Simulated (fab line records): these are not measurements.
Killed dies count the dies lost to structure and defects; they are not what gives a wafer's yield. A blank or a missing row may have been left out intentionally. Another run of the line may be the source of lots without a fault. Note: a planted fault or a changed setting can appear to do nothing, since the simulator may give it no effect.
Code-filled problem report in 8D (eight disciplines) form -- flow n5 finfet -- the parts of the form that need people (team, actions taken, sign-off) are left out

## 1. THE ISSUE
Wafers without a fault read 76.2 s, standard deviation 1.9; etch rf on time s at N5_SD_EPI_P_ETCH_36 reads a mean of 49.2 s on 3 wafers belonging to 3 lots. Relative to the usual mean, that is a shift of -14 standard deviations.
The step: etches SiARC in CF4, target depth 45.5 nm, time 75.8 s.
The first sign was on wafer L927.2 at day 4 13:24, on rie diel-05. The record holds 26 wafers of 9 lots with a number at this step. The rule behind "out" and "out of limits": a value lying over 4 standard deviations away from the usual mean. The other wafers with a number count as sound.

## 2. WHAT IT IS; WHAT IT IS NOT
question,is,is not
which readings at this step,etch rf on time s,"drypump motor current A, rf vpp V, showerhead plenum p Torr"
which lots,"L927, L928, L929","L923, L924, L940, L941, L942, L943"
which wafers of those lots,"L927.2, L928.2, L929.1","L927.3, L927.4, L928.3, L929.4, L929.5"
read on which tools,rie diel-05,rie diel-04
when,from day 4 13:24,"up to then (8 sound wafers); but 15 sound wafers of L928, L929, L940, L941, L942, L943 came after"

## 3. THE SUSPECTS, EACH WITH WHAT RULES IT OUT
Counting: a tool at a process step up to the reading stays a suspect if it ran every lot that is out. Sound lots after the first of them don't rule it out here, since some wafers of a struck lot are sound.
- rie diel-03 at N5_SD_EPI_N_ETCHBACK_44 (etches SiNx in CH3F/O2, stops on SiO2, target depth 14.5 nm): kept. Every lot that is out went through it, the first being L927 (day 4 08:58); the last sound lot it ran before that was L923 (day 3 08:57).
- rie diel-05 at N5_SD_EPI_P_ETCH_36 (etches SiARC in CF4, target depth 45.5 nm, time 75.8 s): kept. Every lot that is out went through it, the first being L927 (day 4 13:24); the last sound lot it ran before that was L923 (day 3 13:00). Out on those wafers are its own readings of etch rf on time s.
The count leaves rie diel-05 at N5_SD_EPI_P_ETCH_36 and rie diel-03 at N5_SD_EPI_N_ETCHBACK_44.

## 4. THE CAUSE (what the simulator had put in)
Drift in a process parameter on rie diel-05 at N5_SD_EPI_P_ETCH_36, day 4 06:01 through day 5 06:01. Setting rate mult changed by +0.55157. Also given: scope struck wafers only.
Of the 2 suspects that counting leaves, this tool is one.

## 5. THE CHAIN OF EFFECTS, in route order
One row per reading whose mean, taken over the struck wafers that have a number, lies over 3 standard deviations from the usual. Readings are gone through only where the record gives a usual standard deviation; hours: the median, over the lots, of the time from a lot's start at the first step in this table giving one to that lot's start at this step; sigmas: the change measured in usual standard deviations.
hours,step,reading,usual,on struck wafers,change,sigmas
0,N5_SD_EPI_P_ETCH_36,etch rf on time s,76.2 s,49.2,-27.0,-14
0,N5_SD_EPI_P_ETCH_36,oes product au,0.68 a.u.,0.92,+0.24,+3.0
Here are the process steps it includes:
- N5_SD_EPI_P_ETCH_36: etches SiARC in CF4, target depth 45.5 nm, time 75.8 s.
Later measuring or inspecting steps at which every struck wafer that the step has a row for has a number for every such reading, and none has moved that far: N5_BEOL_M4_RC_MEAS_101.

## 6. HOW IT WOULD HAVE BEEN CAUGHT EARLIER
First out-of-limits reading in this record: day 4 13:24, which is 7 hours after fault onset at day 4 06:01.
